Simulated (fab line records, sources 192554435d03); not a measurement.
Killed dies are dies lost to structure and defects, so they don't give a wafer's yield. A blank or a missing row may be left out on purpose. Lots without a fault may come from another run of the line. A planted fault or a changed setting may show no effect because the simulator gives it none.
fab line records | flow n5_finfet
record lots=6 wafers=18 last_day=17
route steps=1938 shown BEOL_M13@1707 BEOL_M14@1716 PASSIVATION@1936
lots that met no fault: from a run of the same line without faults
start_h: hours from the record's first day to the start of the lot's first wafer shown | wait_h: hours since the lot's step before | " the same as in the row above | L1.1+2: a row that stands for several wafers | - no value, or no start given | * or withheld: withheld | < > ~ a bound
route shown NAME@n: a module of which the file shows steps, and the number in the route of the first | usual: mean/standard deviation of fault-free wafers | same: alike in all rows | chamber/n: place in a boat | sites: the reading at each site | _std_site: their standard deviation | _edge_site: outer sites' mean less inner sites' | radius_mm: how far each site lies from the wafer's centre | mask NAME#n: copy n | behind: the tool/chamber that last shaped the wafer | hold: why the lot was held/for how many hours/how that ended | device: the transistor (n, p or np) that didn't switch | end of line: the same wafers' tests at the end of the route | a step without rows: its recipe alone | killed: dies lost to structure and defects at the first sort, not the wafer's yield | map: a wafer's dies, x killed, . not, _ none there
set.NAME: the setting as run; set.NAME@STEP: as run at that earlier step | model.NAME: the simulator's own value behind a step, which no gauge read
lots at some steps of the route; a table a step, a row a wafer
services: from which hour (start_h, from the record's first day; less than 0 if before it) a tool's chamber was out of use, for how many hours, and why
## steps
# step N5_BEOL_M13_SPUTTER_45
# recipe material=Cu target_thk_a=800 temp_c=-20 bias_v=60 power_w=26000 chamber_pressure_pa=0.13 time_s=13.33
# step N5_BEOL_M13_ECD_47
# recipe material=Cu target_thk_a=9360
# step N5_BEOL_M13_ANNEAL_48
# recipe temp_c=225 time_s=90 ambient=N2
# usual wafer_temp_C_max=225.86/0.24
# columns lot.wafer tool chamber start_h wait_h wafer_temp_C_max
L715.2 rtp_anneal-02 0 249.35 0.2 226.36
L715.3 " 0 " " 226.10
L715.6 " 0 " " 225.57
L723.2 rtp_anneal-01 0 294.01 0.2 225.74
L723.4 " 0 " " 225.64
L723.6 " 0 " " 225.64
L727.2 rtp_anneal-01 0 333.07 0.5 225.88
L727.3 " 0 " " 226.07
L727.6 " 0 " " 225.82
L733.1 rtp_anneal-02 0 361.73 0.1 225.25
L733.3 " 0 " " 225.88
L733.6 " 0 " " 225.88
L734.3 rtp_anneal-02 0 362.12 0.2 225.57
L734.5 " 0 " " 225.85
L734.6 " 0 " " 225.77
L736.4 rtp_anneal-02 0 380.04 0.2 226.06
L736.5 " 0 " " 226.05
L736.6 " 0 " " 225.86
# step N5_BEOL_M13_CMP_49
# recipe stop_on=SiOC t_overpolish_s=17.1 down_force_psi=1 platen_rpm=50 clearing_platen_down_force_psi=1.5 clearing_platen_rpm=50 post_cmp_clean=cu_alkaline target_thk_nm=420 clearing_platen_pad_velocity_m_s=0.99484 pad_velocity_m_s=0.99484
# step N5_BEOL_M13_THK_MEAS_50
# recipe thk_meas_gauge=xrf reads=Cu_of_BEOL_M13_ECD_47
# usual M13_THK=427/9.1
# columns lot.wafer tool chamber start_h wait_h M13_THK[nm]
L715.2 film_metro-01 - 249.89 - 432
L715.3 " - " " 438
L715.6 " - " " 440
L723.2 film_metro-02 - 294.56 - 422
L723.4 " - " " 415
L723.6 " - " " 423
L727.2 film_metro-01 - 333.61 - 432
L727.3 " - " " 418
L727.6 " - " " 437
L733.1 film_metro-02 - 362.32 - 412
L733.3 " - " " 433
L733.6 " - " " 408
L734.3 film_metro-02 - 362.62 - 423
L734.5 " - " " 421
L734.6 " - " " 427
L736.4 film_metro-01 - 380.51 - 433
L736.5 " - " " 430
L736.6 " - " " 435
# step N5_BEOL_M13_PRE_CLEAN_52
# recipe gas=NH3 time_s=15 temp_c=withheld rf_power_w=300
# step N5_BEOL_M13_DEP_53
# recipe material=SiCN target_thk_a=500 temp_c=withheld precursor=3MS/NH3 pressure_torr=3 rf_w=675 time_s=17.8
# usual showerhead_plenum_p_Torr=4.16/0.031 showerhead_vpp_V=1608/98 throttle_valve_pct=17.8/1
# columns lot.wafer tool chamber start_h wait_h showerhead_plenum_p_Torr showerhead_vpp_V since_wet_clean_h throttle_valve_pct
L715.2 pecvd-03 1 249.95 0.0 4.20 1638 1860 18.4
L715.3 " 0 " " 4.18 1807 326 16.8
L715.6 " 1 " " 4.21 1663 - 18.5
L723.2 pecvd-01 1 294.62 0.0 4.13 1641 1723 17.3
L723.4 " 2 " " 4.10 1550 - 16.3
L723.6 " 1 " " 4.13 1658 - 17.5
L727.2 pecvd-01 1 333.68 0.0 4.12 1671 1763 17.5
L727.3 " 2 " " 4.10 1540 284 16.8
L727.6 " 1 " " 4.12 1659 - 17.6
L733.1 pecvd-03 1 362.38 0.0 4.19 1661 1973 18.6
L733.3 " 2 " " 4.17 1640 491 17.1
L733.6 " 1 " " 4.19 1684 - 18.6
L734.3 pecvd-02 2 362.68 0.0 4.18 1565 131 16.7
L734.5 " 0 " " 4.16 1536 - 18.8
L734.6 " 1 " " 4.14 1534 - 19.1
L736.4 pecvd-02 1 380.58 0.0 4.14 1503 - 18.8
L736.5 " 0 " " 4.15 1499 - 19.1
L736.6 " 2 " " 4.17 1582 - 16.4
# step N5_BEOL_M13_RS_MEAS_54
# recipe thk_meas_gauge=four-point-probe reads=Cu_of_BEOL_M13_ECD_47+Ta_of_BEOL_M13_SPUTTER_44+TaN_of_BEOL_M13_SPUTTER_43
# usual M13_RS=0.0450/0.00083
# columns lot.wafer tool chamber start_h wait_h M13_RS[ohm/sq]
L715.2 film_metro-02 - 250.02 0.1 0.0449
L715.3 " - " " 0.0442
L715.6 " - " " 0.0442
L723.2 film_metro-02 - 294.69 0.1 0.0452
L723.4 " - " " 0.0461
L723.6 " - " " 0.0453
L727.2 film_metro-01 - 333.74 0.1 0.0445
L727.3 " - " " 0.0459
L727.6 " - " " 0.0438
L733.1 film_metro-01 - 362.45 0.0 0.0458
L733.3 " - " " 0.0437
L733.6 " - " " 0.0464
L734.3 film_metro-02 - 362.75 0.1 0.0449
L734.5 " - " " 0.0452
L734.6 " - " " 0.0447
L736.4 film_metro-02 - 380.64 0.0 0.0447
L736.5 " - " " 0.0449
L736.6 " - " " 0.0446
# step N5_BEOL_M13_INSPECT_55
# recipe inspect_instrument=darkfield mode=post_dep
# usual raw_defect_count=67/20
# columns lot.wafer tool chamber start_h wait_h raw_defect_count
L715.2 defect_inspect-02 - 250.05 0.0 51
L715.3 " - " " 43
L715.6 " - " " 36
L723.2 defect_inspect-01 - 294.71 0.0 67
L723.4 " - " " 50
L723.6 " - " " 34
L727.2 defect_inspect-01 - 333.77 0.0 64
L727.3 " - " " 44
L727.6 " - " " 73
L733.1 defect_inspect-01 - 362.48 0.0 98
L733.3 " - " " 75
L733.6 " - " " 50
L734.3 defect_inspect-01 - 362.77 0.0 74
L734.5 " - " " 58
L734.6 " - " " 43
L736.4 defect_inspect-01 - 380.66 0.0 93
L736.5 " - " " 65
L736.6 " - " " 47
# step N5_BEOL_M14_ILD_DEP_00
# recipe material=SiO2 target_thk_a=11193 temp_c=400 precursor=TEOS/O2 pressure_torr=6.5 rf_w=900 teos_flow_sccm=161.4 gas=O2 flow_sccm=2650 time_s=237.4
# usual heater_power_w=643/100 showerhead_plenum_p_Torr=8.33/0.051 showerhead_vpp_V=1837/91 throttle_valve_pct=18.7/1
# columns lot.wafer tool chamber start_h wait_h heater_power_w showerhead_plenum_p_Torr showerhead_vpp_V since_wet_clean_h throttle_valve_pct
L715.2 pecvd-04 0 250.08 0.0 737 8.35 1830 1316 18.9
L715.3 " 2 " " 598 8.32 1745 562 20.4
L715.6 " 2 " " 662 8.31 1744 - 20.1
L723.2 pecvd-01 2 294.75 0.0 664 8.27 1789 245 17.4
L723.4 " 0 " " 611 8.42 1991 - 18.7
L723.6 " 2 " " 703 8.26 1817 - 17.0
L727.2 pecvd-02 0 333.81 0.0 550 8.35 1748 856 19.8
L727.3 " 1 " " 555 8.32 1740 1581 19.6
L727.6 " 2 " " 499 8.35 1846 - 17.3
L733.1 pecvd-01 1 362.51 0.0 794 8.28 1900 1791 18.1
L733.3 " 0 " " 536 8.44 2022 1066 18.4
L733.6 " 1 " " 883 8.27 1862 - 18.1
L734.3 pecvd-04 2 362.81 0.0 562 8.31 1748 675 20.4
L734.5 " 1 " " 544 8.37 1852 - 18.3
L734.6 " 0 " " 752 8.34 1826 - 18.8
L736.4 pecvd-04 0 380.78 0.1 742 8.34 1863 - 19.0
L736.5 " 2 " " 501 8.31 1751 - 20.6
L736.6 " 1 " " 651 8.36 1849 - 18.7
# step N5_BEOL_M14_THK_MEAS_01
# recipe reads=SiO2_of_BEOL_M14_ILD_DEP_00
# usual M14_ILD_THK=1116/16
# columns lot.wafer tool chamber start_h wait_h M14_ILD_THK[nm]
L715.2 film_metro-02 - 250.27 0.1 1107
L715.3 " - " " 1083
L715.6 " - " " 1121
L723.2 film_metro-02 - 294.94 0.1 1097
L723.4 " - " " 1100
L723.6 " - " " 1117
L727.2 film_metro-01 - 334.00 0.1 1131
L727.3 " - " " 1133
L727.6 " - " " 1127
L733.1 film_metro-02 - 362.70 0.1 1112
L733.3 " - " " 1143
L733.6 " - " " 1134
L734.3 film_metro-02 - 363.00 0.1 1097
L734.5 " - " " 1125
L734.6 " - " " 1098
L736.4 film_metro-02 - 380.89 0.0 1105
L736.5 " - " " 1115
L736.6 " - " " 1149
# step N5_BEOL_M14_COAT_58
# recipe resist=BARC temp_c=205 time_s=60 spin_rpm=1500 resist_thk_nm=89
# step N5_BEOL_M14_COAT_04
# recipe spin_rpm=1704 resist_thk_nm=800
# usual spin_speed_rpm=1704.0/1.3
# columns lot.wafer tool chamber start_h wait_h spin_speed_rpm model.coat_of_BEOL_M14_COAT_04.thk_nm
L715.2 litho_track-03 0 250.31 - 1705.7 803.4
L715.3 " 0 " " 1705.5 802
L715.6 " 0 " " 1705.4 802.6
L723.2 litho_track-03 0 294.97 - 1703.7 799.4
L723.4 " 0 " " 1703.3 797
L723.6 " 0 " " 1702.8 797.2
L727.2 litho_track-04 0 334.03 - 1703.2 800.6
L727.3 " 0 " " 1702.7 800.8
L727.6 " 0 " " 1703.0 799.2
L733.1 litho_track-04 0 362.74 - 1461.5 867.8
L733.3 " 0 " " 1462.4 869.4
L733.6 " 0 " " 1462.1 865.6
L734.3 litho_track-03 0 363.04 - 1706.4 800.2
L734.5 " 0 " " 1706.3 800.6
L734.6 " 0 " " 1703.4 802.4
L736.4 litho_track-04 0 380.92 - 1460.0 867.4
L736.5 " 0 " " 1461.0 865.4
L736.6 " 0 " " 1463.2 866.4
# step N5_BEOL_M14_EBR_06
# recipe solvent=PGMEA ebr_width_mm=1.5
# step N5_BEOL_M14_SOFTBAKE_05
# recipe temp_c=130 time_s=60
# step N5_BEOL_M14_EXPOSE_07
# recipe mask_id=V13 na=0.8 source_shape=annular sigma_inner=0.5 sigma_outer=0.8 polarization=unpolarized attpsm_phase_deg=180 dose_mj=57
# step N5_BEOL_M14_PEB_08
# recipe peb_temp_c=130 peb_time_s=90
# step N5_BEOL_M14_DEVELOP_09
# recipe develop_time_s=45 rinse_liquid=diw dry=air_spin dev_temp_c=21
# step N5_BEOL_M14_HARDBAKE_14
# recipe temp_c=130 time_s=120
# step N5_BEOL_M14_CD_MEAS_10
# recipe target_cd_nm=250 landing_energy_ev=500 detector=se_inlens polarity=opening
# usual cd_nm=251.2/2.6
# same landing_energy_ev=500
# columns lot.wafer tool chamber start_h wait_h cd_nm
L715.2 cd_sem-03 0 250.71 - 248.2
L715.3 " 0 " " 248.6
L715.6 " 0 " " 251.8
L723.2 cd_sem-01 0 295.37 - 250.8
L723.4 " 0 " " 251.0
L723.6 " 0 " " 252.9
L727.2 cd_sem-02 0 334.30 - 252.7
L727.3 " 0 " " 252.2
L727.6 " 0 " " 250.5
L733.1 cd_sem-02 0 363.05 - 248.1
L733.3 " 0 " " 248.6
L733.6 " 0 " " 246.5
L734.3 cd_sem-03 0 363.31 - 251.6
L734.5 " 0 " " 249.7
L734.6 " 0 " " 244.9
L736.4 cd_sem-01 0 381.32 - 248.5
L736.5 " 0 " " 249.9
L736.6 " 0 " " 251.4
# step N5_BEOL_M14_OVL_MEAS_11
# recipe points_per_wafer=44
# usual V13_OVL=4/5.3
# columns lot.wafer tool chamber start_h wait_h V13_OVL[nm]
L715.2 overlay-01 0 250.73 0.0 8
L715.3 " 0 " " -2
L715.6 " 0 " " 4
L723.2 overlay-01 0 295.40 0.0 -2
L723.4 " 0 " " 5
L723.6 " 0 " " 1
L727.2 overlay-01 0 334.33 0.0 4
L727.3 " 0 " " 2
L727.6 " 0 " " 4
L733.1 overlay-02 0 363.08 0.0 -1
L733.3 " 0 " " 2
L733.6 " 0 " " 11
L734.3 overlay-02 0 363.34 0.0 13
L734.5 " 0 " " 11
L734.6 " 0 " " 0
L736.4 overlay-02 0 381.35 0.0 5
L736.5 " 0 " " 10
L736.6 " 0 " " 8
# step N5_BEOL_M14_INSPECT_12
# recipe mode=adi inspect_instrument=macro
# usual raw_defect_count=2.1/1.6
# columns lot.wafer tool chamber start_h wait_h raw_defect_count
L715.2 defect_inspect-02 - 250.76 0.0 2
L715.3 " - " " 3
L715.6 " - " " 3
L723.2 defect_inspect-01 - 295.43 0.0 1
L723.4 " - " " 0
L723.6 " - " " 1
L727.2 defect_inspect-02 - 334.36 0.0 1
L727.3 " - " " 2
L727.6 " - " " 1
L733.1 defect_inspect-01 - 363.10 0.0 3
L733.3 " - " " 1
L733.6 " - " " 1
L734.3 defect_inspect-01 - 363.36 0.0 1
L734.5 " - " " 2
L734.6 " - " " 0
L736.4 defect_inspect-02 - 381.37 0.0 1
L736.5 " - " " 2
L736.6 " - " " 0
# step N5_BEOL_M14_DESCUM_15
# recipe chemistry=O2 time_s=7.9 source_power_w=50 bias_power_w=20 pressure_mtorr=20 rf_frequency_hz=2.712e+07 temp_c=40 o2_flow_sccm=225
# usual drypump_motor_current_A=5.7/0.32 oes_product_au=0.81/0.082 rf_vpp_V=243.5/1.2 showerhead_plenum_p_Torr=2.11/0.057 throttle_valve_pct=20.41/0.28
# columns lot.wafer tool chamber start_h wait_h drypump_motor_current_A oes_product_au rf_hours_counter_h rf_vpp_V showerhead_plenum_p_Torr throttle_valve_pct
L715.2 rie_diel-04 1 251.10 0.3 5.4 0.67 236 243.5 2.07 20.41
L715.3 " 0 " " 6.2 0.85 67 244.8 2.13 20.25
L715.6 " 3 " " 6.2 0.77 - 242.0 2.02 20.30
L723.2 rie_diel-04 3 296.31 0.9 6.1 0.76 120 241.4 2.02 20.34
L723.4 " 1 " " 5.4 0.67 - 241.5 2.07 20.43
L723.6 " 3 " " 6.1 0.75 - 242.5 2.02 20.34
L727.2 rie_diel-06 0 334.48 0.1 5.5 0.76 106 242.2 2.00 19.87
L727.3 " 1 " " 5.9 0.89 36 245.2 2.11 20.18
L727.6 " 0 " " 5.5 0.75 - 242.0 2.00 19.87
L733.1 rie_diel-01 1 363.14 0.0 5.6 0.96 9 243.2 2.15 20.58
L733.3 " 0 " " 5.1 0.78 103 243.7 2.12 20.47
L733.6 " 3 " " 5.5 0.78 - 242.6 2.10 20.73
L734.3 rie_diel-01 3 363.76 0.4 5.5 0.78 137 242.4 2.10 20.73
L734.5 " 0 " " 5.1 0.78 - 243.6 2.12 20.48
L734.6 " 1 " " 5.5 0.96 - 243.4 2.15 20.61
L736.4 rie_diel-01 3 381.55 0.2 5.5 0.76 144 243.2 2.10 20.74
L736.5 " 2 " " 5.9 0.83 - 245.5 2.20 20.60
L736.6 " 1 " " 5.5 0.94 - 242.9 2.15 20.62
# step N5_BEOL_M14_ETCH_59
# recipe chemistry=N2/H2 target=BARC target_depth_a=890 overetch_a=267 time_s=67.9 ion_energy_ev=200 pressure_mtorr=30 source_w=840 bias_w=150 n2_flow_sccm=200 h2_flow_sccm=200
# step N5_BEOL_M14_VIA_ETCH_16
# recipe chemistry=C4F8/O2/Ar target=SiO2 he_inner_torr=15 he_outer_torr=30 target_depth_a=12313 time_s=withheld ion_energy_ev=800 pressure_mtorr=20 source_w=1905 bias_w=2040 Ar_flow_sccm=400 C4F8_flow_sccm=16 O2_flow_sccm=12 ends=cleared
# usual drypump_motor_current_A=5.7/0.32 he_outer_torr=30.00/0.059 oes_product_au=0.73/0.074 rf_vpp_V=2236/53 showerhead_plenum_p_Torr=3.47/0.1 throttle_valve_pct=30.9/0.35
# columns lot.wafer tool chamber start_h wait_h drypump_motor_current_A he_outer_torr oes_product_au rf_vpp_V showerhead_plenum_p_Torr throttle_valve_pct model.coat_of_BEOL_M14_COAT_04.thk_nm
L715.2 rie_diel-04 1 251.19 0.0 5.4 29.91 0.61 2275 3.40 30.7 460.4
L715.3 " 0 " " 6.2 29.98 0.75 2300 3.47 30.6 465.8
L715.6 " 3 " " 6.2 29.91 0.69 2236 3.36 30.9 459.8
L723.2 rie_diel-04 3 296.40 0.0 6.1 29.91 0.67 2237 3.35 30.9 463
L723.4 " 1 " " 5.4 29.99 0.60 2274 3.39 30.7 455
L723.6 " 3 " " 6.1 30.04 0.67 2234 3.35 30.9 456.4
L727.2 rie_diel-06 0 334.57 0.0 5.6 29.97 0.68 2339 3.33 30.4 453.4
L727.3 " 1 " " 6.0 29.96 0.80 2200 3.53 31.1 451
L727.6 " 0 " " 5.6 30.01 0.68 2341 3.33 30.4 453
L733.1 rie_diel-01 1 363.22 0.0 5.6 30.01 0.86 2273 3.48 30.9 527.6
L733.3 " 0 " " 5.1 30.05 0.72 2163 3.44 30.6 510.8
L733.6 " 3 " " 5.5 30.01 0.69 2271 3.41 30.9 517
L734.3 rie_diel-01 3 363.85 0.0 5.5 29.97 0.69 2268 3.41 30.8 460.6
L734.5 " 0 " " 5.1 29.91 0.71 2163 3.44 30.6 446.8
L734.6 " 1 " " 5.6 30.16 0.86 2272 3.48 31.0 466.4
L736.4 rie_diel-01 3 381.63 0.0 5.6 30.04 0.69 2268 3.40 30.9 526.4
L736.5 " 2 " " 5.9 29.97 0.75 2232 3.67 31.6 525.4
L736.6 " 1 " " 5.6 29.97 0.84 2275 3.48 31.0 518
# step N5_BEOL_M14_STRIP_63
# recipe chemistry=O2 power_w=600 temp_c=60 pressure_mtorr=30 rf_frequency_hz=6e+07 bias_power_w=0 overash_fraction=0.3 o2_flow_sccm=225
# usual drypump_motor_current_A=5.7/0.32 oes_product_au=0.81/0.083 rf_vpp_V=3.6/0.84 showerhead_plenum_p_Torr=2.12/0.057 throttle_valve_pct=16.64/0.24
# columns lot.wafer tool chamber start_h wait_h drypump_motor_current_A oes_product_au rf_hours_counter_h rf_vpp_V showerhead_plenum_p_Torr throttle_valve_pct
L715.2 rie_diel-04 1 - - 5.4 0.67 236 4.6 2.08 16.74
L715.3 " 0 " " 6.2 0.84 67 4.3 2.13 16.42
L715.6 " 3 " " 6.1 0.77 - 4.6 2.03 16.54
L723.2 rie_diel-04 3 - - 6.1 0.75 120 2.6 2.02 16.61
L723.4 " 1 " " 5.4 0.67 - 3.8 2.07 16.74
L723.6 " 3 " " 6.1 0.76 - 5.8 2.02 16.59
L727.2 rie_diel-06 0 - - 5.6 0.75 106 4.5 2.00 16.22
L727.3 " 1 " " 5.9 0.89 36 2.0 2.11 16.42
L727.6 " 0 " " 5.6 0.77 - 3.4 2.00 16.23
L733.1 rie_diel-01 1 - - 5.6 0.94 9 3.6 2.15 16.73
L733.3 " 0 " " 5.1 0.77 103 3.4 2.13 16.72
L733.6 " 3 " " 5.6 0.79 - 4.6 2.11 16.96
L734.3 rie_diel-01 3 - - 5.5 0.76 137 6.2 2.11 16.96
L734.5 " 0 " " 5.1 0.79 - 2.0 2.13 16.71
L734.6 " 1 " " 5.5 0.95 - 4.3 2.16 16.73
L736.4 rie_diel-01 3 - - 5.6 0.75 145 4.4 2.11 16.98
L736.5 " 2 " " 5.8 0.82 - 4.1 2.20 16.78
L736.6 " 1 " " 5.5 0.94 - 2.3 2.15 16.72
# step N5_PASSIVATION_PROBE_49
# usual defect_limited_yield=91.4/1.6 killed_at_M0_to_M3=35/10 killed_at_M4_up=12/4.7 killed_at_contacts=12/5.8 killed_at_front_end=38/12 killed_at_other=4/3.2 killed_dies=102/18 killed_on_rim=13/4.2 killed_open=68/14 killed_short=32/8 sort_bin_5_function=5.1/0.96 sort_bin_6_memory=3.2/0.77 sort_n_pass=1078/20 sort_yield_pct=91.3/1.7
# same gross_dies=1180 killed_at_back_side=0 sort_bin_4_leakage[%]=0 sort_bin_8_speed[%]=0
# columns lot.wafer tool chamber start_h wait_h defect_limited_yield[%] killed_at_M0_to_M3 killed_at_M4_up killed_at_contacts killed_at_front_end killed_at_other killed_dies killed_on_rim killed_open killed_short sort_bin_5_function[%] sort_bin_6_memory[%] sort_n_pass sort_yield_pct[%]
L715.2 prober-02 - 275.60 0.1 92.8 39 16 3 25 2 85 10 65 20 4.5 2.6 1095 92.8
L715.3 prober-02 - 275.65 0.1 91.9 47 15 8 26 0 96 13 63 33 5.6 2.2 1084 91.9
L715.6 prober-02 - 275.80 0.3 94.1 33 13 6 15 3 70 11 47 23 4.4 1.4 1110 94.1
L723.2 prober-01 - 325.68 0.1 92.1 36 19 3 34 1 93 19 64 29 4.7 3.1 1087 92.1
L723.4 prober-01 - 325.78 0.2 91.7 40 14 2 36 6 98 8 69 27 5.0 3.0 1082 91.7
L723.6 prober-01 - 325.88 0.3 93.3 20 16 12 28 3 79 9 53 26 4.2 2.5 1101 93.3
L733.1 prober-02 - 391.05 0.6 91.8 31 10 6 44 6 97 13 61 35 4.8 2.9 1083 91.8
L733.3 prober-02 - 391.15 0.7 92.5 38 9 14 27 0 88 10 62 24 4.0 3.3 1092 92.5
L733.6 prober-02 - 391.30 0.9 90.2 37 15 9 47 8 116 15 78 35 6.0 3.6 1064 90.2
L734.3 prober-01 - 394.40 0.1 91.2 34 9 9 47 5 104 17 72 31 5.6 3.0 1076 91.2
L734.5 prober-01 - 394.50 0.2 91.3 21 15 6 51 10 103 15 73 30 5.0 3.6 1077 91.3
L734.6 prober-01 - 394.55 0.3 90.6 23 21 18 42 7 111 7 72 39 5.8 3.5 1069 90.6
L736.4 prober-01 - 408.55 0.2 91.9 19 15 12 43 7 96 10 57 34 4.2 3.3 1084 91.9
L736.5 prober-01 - 408.60 0.2 91.9 35 14 13 30 3 95 7 59 36 4.8 2.4 1085 91.9
L736.6 prober-01 - 408.65 0.3 93.8 19 17 11 24 2 73 11 52 21 3.8 2.2 1107 93.8
# killed by level:class
L715.2 BEOL_M2:geometric_particle:open=12 BEOL_M0_SAQP:geometric_particle:open=8 STARTING-WAFER:geometric_particle:open=7 FIN_SAQP:geometric_particle:open=6 BEOL_M0_SAQP:geometric_particle:short=6 BEOL_M1:geometric_particle:open=6 BEOL_M4:geometric_particle:open=4 STI_FIN_REVEAL:geometric_particle:open=3
L715.3 BEOL_M0_SAQP:geometric_particle:short=11 BEOL_M0_SAQP:geometric_particle:open=11 MOL_CONTACT_COAG:geometric_particle:open=8 BEOL_M2:geometric_particle:open=8 BEOL_M1:geometric_particle:open=7 GATE_CUT:geometric_particle:short=5 BEOL_M3:geometric_particle:open=5 STARTING-WAFER:geometric_particle:short=5
L715.6 BEOL_M1:geometric_particle:open=8 BEOL_M0_SAQP:geometric_particle:short=6 MOL_CONTACT_COAG:geometric_particle:open=5 BEOL_M0_SAQP:geometric_particle:open=5 BEOL_M2:geometric_particle:open=4 BEOL_M4:geometric_particle:open=4 BEOL_M8:geometric_particle:open=4 FIN_SAQP:geometric_particle:open=3
L723.2 BEOL_M2:geometric_particle:open=14 STI_FIN_REVEAL:geometric_particle:open=8 GATE_CUT:geometric_particle:short=6 STARTING-WAFER:geometric_particle:open=6 BEOL_M0:geometric_particle:open=5 BEOL_M1:geometric_particle:open=5 BEOL_M2:geometric_particle:short=5 BEOL_M4:geometric_particle:open=5
L723.4 BEOL_M3:geometric_particle:open=10 BEOL_M2:geometric_particle:open=9 FIN_SAQP:geometric_particle:open=7 STI_FIN_REVEAL:geometric_particle:open=7 BEOL_M0_SAQP:geometric_particle:open=6 ILD0:geometric_particle:short=5 BEOL_M0:geometric_particle:open=5 BEOL_M2:geometric_particle:short=4
L723.6 MOL_CONTACT_COAG:geometric_particle:open=9 BEOL_M4:geometric_particle:open=7 BEOL_M0_SAQP:geometric_particle:short=5 BEOL_M2:geometric_particle:open=5 BEOL_M6:geometric_particle:open=5 FIN_SAQP:geometric_particle:short=4 ILD0:geometric_particle:short=4 GATE_CUT:geometric_particle:short=4
L733.1 FIN_SAQP:geometric_particle:open=10 FIN_SAQP:geometric_particle:short=10 BEOL_M3:geometric_particle:open=8 DUMMY_GATE:geometric_particle:open=7 BEOL_M0_SAQP:geometric_particle:short=7 BEOL_M0_SAQP:geometric_particle:open=6 MOL_CONTACT_COAG:geometric_particle:open=5 STI_FIN_REVEAL:geometric_particle:open=4
L733.3 MOL_CONTACT_COAG:geometric_particle:open=12 BEOL_M2:geometric_particle:open=9 BEOL_M3:geometric_particle:open=8 DUMMY_GATE:geometric_particle:open=6 FIN_SAQP:geometric_particle:short=5 BEOL_M0_SAQP:geometric_particle:open=5 STI_FIN_REVEAL:geometric_particle:open=4 BEOL_M0_SAQP:geometric_particle:short=4
L733.6 BEOL_M0_SAQP:geometric_particle:short=13 DUMMY_GATE:geometric_particle:open=9 MOL_CONTACT_COAG:geometric_particle:open=9 FIN_SAQP:geometric_particle:short=7 STI_FIN_REVEAL:geometric_particle:open=7 BEOL_M0_SAQP:geometric_particle:open=7 FIN_SAQP:geometric_particle:open=6 BEOL_M1:geometric_particle:open=6
L734.3 STI_FIN_REVEAL:geometric_particle:open=14 BEOL_M3:geometric_particle:open=12 FIN_SAQP:geometric_particle:short=8 BEOL_M0_SAQP:geometric_particle:short=8 BEOL_M0_SAQP:geometric_particle:open=8 MOL_CONTACT_COAG:geometric_particle:open=8 DUMMY_GATE:geometric_particle:open=6 BEOL_M4:geometric_particle:open=5
L734.5 STI_FIN_REVEAL:geometric_particle:open=14 FIN_SAQP:geometric_particle:short=7 DUMMY_GATE:geometric_particle:open=7 MOL_CONTACT_COAG:geometric_particle:open=6 BEOL_M4:geometric_particle:open=6 BEOL_M3:geometric_particle:open=5 BEOL_M0_SAQP:geometric_particle:short=5 MIM_TOP:geometric_particle:open=5
L734.6 STI_FIN_REVEAL:geometric_particle:open=17 MOL_CONTACT_COAG:geometric_particle:open=13 BEOL_M4:geometric_particle:open=8 BEOL_M0_SAQP:geometric_particle:open=7 FIN_SAQP:geometric_particle:short=5 MOL_CONTACT_COAG:geometric_particle:short=5 BEOL_M3:geometric_particle:open=5 FIN_SAQP:geometric_particle:open=4
L736.4 FIN_SAQP:geometric_particle:short=15 MOL_CONTACT_COAG:geometric_particle:open=9 BEOL_M3:geometric_particle:open=9 FIN_SAQP:geometric_particle:open=8 BEOL_M4:geometric_particle:open=7 BEOL_M5:geometric_particle:open=5 HKMG_FIN:area_etch=5 BEOL_M1:geometric_particle:open=4
L736.5 BEOL_M2:geometric_particle:open=15 MOL_CONTACT_COAG:geometric_particle:open=10 GATE_CUT:geometric_particle:short=6 BEOL_M3:geometric_particle:open=6 BEOL_M4:geometric_particle:open=6 STARTING-WAFER:geometric_particle:short=5 FIN_SAQP:geometric_particle:short=4 BEOL_M1:geometric_particle:open=4
L736.6 MOL_CONTACT_COAG:geometric_particle:open=8 FIN_SAQP:geometric_particle:open=7 BEOL_M4:geometric_particle:open=7 STI_FIN_REVEAL:geometric_particle:open=6 BEOL_M1:geometric_particle:open=6 FIN_SAQP:geometric_particle:short=4 BEOL_M2:geometric_particle:open=4 MOL_CONTACT_COAG:geometric_particle:short=3
## services
# columns tool chamber start_h hours kind
pecvd-01 1 233.27 5.5 scheduled_down
rie_diel-06 3 242.09 1.5 repair
rie_diel-06 0 242.48 1.3 repair
pecvd-02 0 251.39 5.1 repair
rie_diel-04 0 276.72 15.8 repair
pecvd-01 0 279.00 2.1 scheduled_down
rie_diel-04 3 290.02 5.1 repair
rie_diel-04 2 293.54 9.1 repair
pecvd-01 - 297.19 1.4 repair
rie_diel-04 1 302.68 - clean
rie_diel-04 1 302.68 - consumable_replace:focus_ring
rie_diel-04 1 302.68 12.8 scheduled_down
rie_diel-04 1 302.68 12.8 vent_cycle
pecvd-01 1 314.37 13.0 repair
rie_diel-01 1 325.37 - clean
rie_diel-01 1 325.37 - consumable_replace:focus_ring
rie_diel-01 1 325.37 12.6 scheduled_down
rie_diel-01 1 325.37 12.6 vent_cycle
rie_diel-04 3 327.77 1.6 repair
rie_diel-04 2 340.26 - clean
rie_diel-04 2 340.26 - consumable_replace:focus_ring
rie_diel-04 2 340.26 17.9 scheduled_down
rie_diel-04 2 340.26 17.9 vent_cycle
rie_diel-01 2 366.86 2.7 repair
## key
first_sign step=N5_BEOL_M14_COAT_04 reading=spin_speed_rpm direction=down sigmas=99+ usual=* struck=*
effect none on later readings
model_effect step=N5_BEOL_M14_COAT_04 value=coat_of_BEOL_M14_COAT_04.thk_nm without=803.2 struck=867
model_effect step=N5_BEOL_M14_VIA_ETCH_16 value=coat_of_BEOL_M14_COAT_04.thk_nm without=457 struck=520.9
met_at N5_BEOL_M14_COAT_04
struck_wafers L733.1,L733.3,L733.6,L736.4,L736.5,L736.6
onset_between 334.03 362.74
fault kind=process_parameter_drift tool=litho_track-04 chamber=- onset_h=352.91 steps=N5_BEOL_M14_COAT_04 channel=spin_rpm offset=* shape=step end_h=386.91 acts_in=* stated=*
